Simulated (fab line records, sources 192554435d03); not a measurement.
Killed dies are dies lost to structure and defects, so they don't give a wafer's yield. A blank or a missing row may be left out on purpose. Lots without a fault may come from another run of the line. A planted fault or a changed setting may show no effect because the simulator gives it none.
Chamber matching | flow n5_finfet | N5_BEOL_M13_VIA_ETCH_16 on rie_diel-04: 4 sister chambers
The step etches SiOC in C4F8/O2/Ar, target depth 921.7 nm. 4 wafers are shown with their chamber, then 9 later ones without.

WAFERS WITH THEIR CHAMBER
wafer  | chamber | throttle_valve_pct (%)
L088.6 | 0       | 23.70
L086.4 | 1       | 24.46
L086.5 | 2       | 24.18
L086.6 | 3       | 24.03

WAFERS WITHOUT THEIR CHAMBER
wafer  | throttle_valve_pct (%)
L092.1 | 24.00
L092.4 | 23.72
L092.5 | 23.71
L093.1 | 24.21
L093.4 | 24.01
L093.5 | 24.20
L095.1 | 24.02
L095.3 | 24.46
L095.4 | 23.71

WHICH CHAMBER EACH WENT THROUGH
wafer  | from the rows above | in truth
L092.1 | 3                   | 3
L092.4 | 0                   | 0
L092.5 | 0                   | 0
L093.1 | 2                   | 2
L093.4 | 3                   | 3
L093.5 | 2                   | 2
L095.1 | 3                   | 3
L095.3 | 1                   | 1
L095.4 | 0                   | 0
Placed correctly: 9 of 9. Can't be placed from these rows: 0. Placed wrongly: 0.
How it was worked out, from the rows above alone: a wafer's distance from a chamber is the root of the sum, over the readings, of the square of ((its reading less the chamber's mean) divided by the reading's scatter). The wafer belongs to the nearest chamber; if the next one is less than 2 further off, it can't be placed. A chamber's mean is the mean of its shown wafers. The scatter: with one shown wafer a chamber, the root of the mean of the squares of how far each hidden wafer lies from its nearest shown one.
